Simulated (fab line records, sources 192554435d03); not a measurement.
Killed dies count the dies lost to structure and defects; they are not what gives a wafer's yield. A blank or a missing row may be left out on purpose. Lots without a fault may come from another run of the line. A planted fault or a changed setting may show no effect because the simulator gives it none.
Matching of chambers -- flow n5 finfet -- 4 sister chambers for N5_BEOL_M7_ALD_77 on ald metal-04
The step deposits TaN, target thk 2 nm, pulse time 2 s, purge time 3 s. 22 wafers are shown with their chamber, then 11 later ones without.

WAFERS PAIRED WITH THEIR CHAMBERS
wafer,chamber,heater power w (W),precursor vessel pressure torr (Torr),precursor vessel carrier sccm (sccm)
L075.1,1,500,26.28,995.5
L075.3,3,437,26.24,1002.0
L075.5,1,499,26.21,998.4
L076.1,1,506,26.31,1001.9
L076.2,3,434,26.19,1001.9
L076.5,3,434,26.24,999.7
L080.2,3,442,26.21,999.7
L080.4,1,498,26.19,1000.6
L080.5,3,433,26.19,1002.1
L079.1,3,434,26.29,999.9
L079.4,2,424,26.22,1004.2
L079.6,1,507,26.25,1003.3
L083.2,1,493,26.19,998.0
L083.5,3,444,26.23,997.3
L083.6,2,418,26.21,1000.7
L084.3,1,501,26.28,1001.0
L084.5,3,432,26.26,1000.2
L084.6,0,428,26.18,1001.6
L086.1,0,421,26.22,1001.0
L086.3,3,440,26.28,1002.4
L086.4,2,427,26.22,998.9
L085.1,0,413,26.23,998.1

SIGNATURES, as means of the wafers listed above
reading,chamber 0,chamber 1,chamber 2,chamber 3,scatter within a chamber
heater power w,420.67,500.57,423.00,436.67,4.96
precursor vessel pressure torr,26.2100,26.2443,26.2167,26.2367,0.0379
precursor vessel carrier sccm,1000.233,999.814,1001.267,1000.578,2.19
Rule: for a wafer and a chamber, the distance is found by dividing, reading by reading, the gap between the wafer's reading and the chamber's mean by the reading's scatter, squaring, summing and taking the root. If the next closest chamber is less than 2 further off than the closest, the wafer can't be placed; otherwise it belongs to the closest. The scatter: the root of (the sum of the squares of (reading less its chamber's mean) over the shown wafers, divided by (wafers less chambers)).

WAFERS MISSING THEIR CHAMBER
wafer,heater power w (W),precursor vessel pressure torr (Torr),precursor vessel carrier sccm (sccm)
L085.2,448,26.20,997.9
L085.5,511,26.28,992.8
L090.1,444,26.19,1002.1
L090.2,422,26.24,997.2
L090.3,494,26.36,997.2
L097.2,415,26.23,1001.1
L097.3,418,26.15,1003.5
L097.6,433,26.20,1002.3
L096.2,495,26.24,1001.5
L096.4,419,26.24,999.4
L096.6,499,26.29,1000.2

CHAMBER TAKEN BY EACH
wafer,from the rows above,in truth
L085.2,3,3
L085.5,1,1
L090.1,3,3
L090.2,can't be placed: 0 or 2 or 3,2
L090.3,1,1
L097.2,can't be placed: 0 or 2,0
L097.3,can't be placed: 0 or 2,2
L097.6,can't be placed: 3 or 2 or 0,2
L096.2,1,1
L096.4,can't be placed: 0 or 2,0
L096.6,1,1
6 of 11 placed correctly. Cannot be placed on the basis of these rows: 5; the candidates contain the true chamber in 5. Wrongly placed: 0.
